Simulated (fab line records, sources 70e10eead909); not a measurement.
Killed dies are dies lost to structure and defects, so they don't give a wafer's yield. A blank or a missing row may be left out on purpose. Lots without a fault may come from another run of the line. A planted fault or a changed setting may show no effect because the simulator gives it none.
Chamber matching | flow nand_harc | NHARC_A_CHANNEL_HOLE_D1_ETCH_44 on rie_diel-11: 4 sister chambers
The step etches the open film in CF4/O2, target depth 140 nm, overetch 14 nm, time 77 s. 18 wafers are shown with their chamber, then 9 later ones without.

WAFERS WITH THEIR CHAMBER
wafer  | chamber | showerhead_plenum_p_Torr (Torr) | drypump_motor_current_A (A) | rf_vpp_V (V)
L349.1 | 0       | 1.26                            | 6.9                         | 197.4
L349.3 | 3       | 1.36                            | 6.4                         | 197.9
L349.4 | 2       | 1.38                            | 5.4                         | 199.3
L359.1 | 3       | 1.36                            | 6.4                         | 198.3
L359.2 | 1       | 1.42                            | 6.0                         | 199.3
L359.5 | 2       | 1.38                            | 5.4                         | 199.2
L361.1 | 3       | 1.36                            | 6.4                         | 198.6
L361.2 | 2       | 1.38                            | 5.4                         | 198.7
L361.3 | 0       | 1.25                            | 6.8                         | 197.6
L363.1 | 3       | 1.36                            | 6.4                         | 197.5
L363.2 | 0       | 1.25                            | 6.8                         | 195.6
L363.5 | 0       | 1.25                            | 6.8                         | 197.2
L364.2 | 2       | 1.38                            | 5.4                         | 198.2
L364.5 | 2       | 1.38                            | 5.4                         | 198.1
L364.6 | 3       | 1.36                            | 6.4                         | 199.6
L365.1 | 0       | 1.25                            | 6.7                         | 197.8
L365.3 | 3       | 1.36                            | 6.4                         | 197.5
L365.6 | 0       | 1.25                            | 6.7                         | 197.3

SIGNATURES (means of the wafers above)
reading                  | chamber 0 | chamber 1 | chamber 2 | chamber 3 | scatter within a chamber
showerhead_plenum_p_Torr | 1.2517    | 1.4200    | 1.3800    | 1.3600    | 0.00244
drypump_motor_current_A  | 6.783     | 6.000     | 5.400     | 6.400     | 0.045
rf_vpp_V                 | 197.150   | 199.300   | 198.700   | 198.233   | 0.733
Rule: a wafer's distance from a chamber is the root of the sum, over the readings, of the square of ((its reading less the chamber's mean) divided by the reading's scatter). The wafer belongs to the nearest chamber; if the next one is less than 2 further off, it can't be placed. The scatter: the root of (the sum of the squares of (reading less its chamber's mean) over the shown wafers, divided by (wafers less chambers)).

WAFERS WITHOUT THEIR CHAMBER
wafer  | showerhead_plenum_p_Torr (Torr) | drypump_motor_current_A (A) | rf_vpp_V (V)
L366.3 | 1.25                            | 6.8                         | 197.7
L366.4 | 1.38                            | 5.4                         | 199.5
L366.5 | 1.38                            | 5.4                         | 199.2
L368.1 | 1.38                            | 5.4                         | 198.0
L368.2 | 1.41                            | 6.1                         | 199.5
L368.3 | 1.36                            | 6.4                         | 198.0
L370.1 | 1.25                            | 6.7                         | 196.9
L370.4 | 1.38                            | 5.4                         | 199.3
L370.5 | 1.41                            | 6.0                         | 198.6

WHICH CHAMBER EACH WENT THROUGH
wafer  | from the rows above | in truth
L366.3 | 0                   | 0
L366.4 | 2                   | 2
L366.5 | 2                   | 2
L368.1 | 2                   | 2
L368.2 | 1                   | 1
L368.3 | 3                   | 3
L370.1 | 0                   | 0
L370.4 | 2                   | 2
L370.5 | 1                   | 1
Placed correctly: 9 of 9. Can't be placed from these rows: 0. Placed wrongly: 0.
